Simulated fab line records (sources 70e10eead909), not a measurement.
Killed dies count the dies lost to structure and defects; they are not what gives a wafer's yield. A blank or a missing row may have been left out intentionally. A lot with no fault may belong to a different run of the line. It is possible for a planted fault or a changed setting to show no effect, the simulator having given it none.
A struck lot beside a sound one -- flow nand-harc -- 15 out of 1159 route steps
Sound: wafers L272.1, L272.2, L272.3. Wafers struck: L279.1, L279.2, L279.3. The cause is named last.
At each step with rows: each side's tool, then ch and its chambers, then its first start. Under that, the readings that differ: sound wafers -- struck wafers -- difference of the means -- sigmas: that difference in standard deviations of wafers without a fault.
alike: readings whose means differ by less than 2 such deviations, and words and numbers that are the same on both sides. not compared: withheld readings, readings that some wafer has no value for, bounds like >300 that may hide the same value, and numbers for which the record gives no deviation and whose values overlap.
Wherever a step has rows on one side only, a row that says differs or no value, or a row with sigmas, the two part there. Numbers that have no deviation but don't overlap get no sigmas and don't part them. A reading that every wafer of one side lacks parts them only if that side has two wafers or more.

first, 4 steps without rows for these wafers: NHARC_P_CONTACT_EBR_08; NHARC_P_CONTACT_EXPOSE_09 (exposes mask P CA, target cd 90 nm); NHARC_P_CONTACT_PEB_10 (peb time 65 s); NHARC_P_CONTACT_DEVELOP_11 (develop time 35 s).
NHARC_P_CONTACT_CD_MEAS_12: the cd target is 90 nm.
  sound on cd-sem-02 ch 0, day 8 04:30; struck on cd-sem-01 ch 0, day 9 22:02
  alike: cd-nm
NHARC_P_CONTACT_OVL_MEAS_13:
  sound: overlay-02 at day 8 04:35; struck: overlay-01 at day 9 22:08
  alike: overlay-x-nm, overlay-y-nm
NHARC_P_CONTACT_INSPECT_14:
  sound: defect-inspect-01 at day 8 04:37; struck: defect-inspect-01 at day 9 22:10
  alike: raw-defect-count
NHARC_P_CONTACT_DESCUM_17: chemistry O2, time 3 s.
  sound on rie-diel-13 ch 0,1,3, day 8 04:41; struck on rie-diel-13 ch 0,2,3, day 9 22:14
reading,sound,struck,difference,sigmas
rf-hours-counter-h (h),5 5 5,8 9 9,+4,
  alike: drypump-motor-current-A, mfc-ar-sccm, oes-product-au, rf-vpp-V, showerhead-plenum-p-Torr, throttle-valve-pct
NHARC_P_CONTACT_ETCH_35: etches the open film in CF4, target depth 39 nm, time 65 s.
  sound on rie-diel-13 ch 0,1,2, day 8 04:46; struck on rie-diel-13 ch 1,2,3, day 9 22:19
reading,sound,struck,difference,sigmas
rf-hours-counter-h (h),5 5 5,9 8 9,+4,
  alike: drypump-motor-current-A, mfc-ar-sccm, oes-product-au, rf-fwd-power-W, rf-vpp-V, showerhead-plenum-p-Torr, throttle-valve-pct
NHARC_P_CONTACT_ETCH_36: etches the open film in N2/H2, target depth 260 nm, time 406.25 s.
  sound: rie-diel-13 ch 0,1,2; struck: rie-diel-13 ch 0,2,3
reading,sound,struck,difference,sigmas
rf-hours-counter-h (h),5 5 5,9 9 8,+4,
  alike: drypump-motor-current-A, mfc-ar-sccm, oes-product-au, rf-fwd-power-W, rf-vpp-V, showerhead-plenum-p-Torr, throttle-valve-pct
NHARC_P_CONTACT_ETCH_18: etches the open film in C4F8/O2/Ar, target depth 481 nm, time 240.5 s.
  sound: rie-diel-13 ch 0,2,3; struck: rie-diel-13 ch 1,2,3
reading,sound,struck,difference,sigmas
rf-hours-counter-h (h),5 5 5,9 9 9,+4,
  alike: oes-product-au, rf-fwd-power-W, rf-vpp-V
then, 1 step without rows for these wafers: NHARC_P_CONTACT_STRIP_37 (strips in C4F8/O2/Ar).
NHARC_P_CONTACT_ETCH_31: etches the open film in CH3F/O2, target depth 30 nm, time 85.7 s.
  sound on rie-diel-13 ch 0,1,2, day 8 05:25; struck on rie-diel-13 ch 1,2,3, day 9 22:58
reading,sound,struck,difference,sigmas
oes-product-au (a.u.),0.981 0.982 0.982,0.668 0.663 0.662,-0.317,-20
rf-hours-counter-h (h),6 5 5,9 9 9,+4,
  alike: ch3f-flow-sccm, drypump-motor-current-A, mfc-ar-sccm, rf-fwd-power-W, rf-vpp-V, showerhead-plenum-p-Torr, throttle-valve-pct
NHARC_P_CONTACT_CD_MEAS_19:
  sound: cd-sem-01 at day 8 05:33; struck: cd-sem-02 at day 9 23:06
  alike: cd-nm
after that, 1 step had no rows for these wafers: NHARC_END_SORT_01.

== WHERE THEY PART ==
Only at NHARC_P_CONTACT_ETCH_31, as far as this record shows. Later steps at which nothing parts them and some readings are alike: NHARC_P_CONTACT_CD_MEAS_19.

WHY: whatever the simulator had introduced
Process parameters drifting: rie-diel-13 at NHARC_P_CONTACT_ETCH_31, beginning at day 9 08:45. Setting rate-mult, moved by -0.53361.
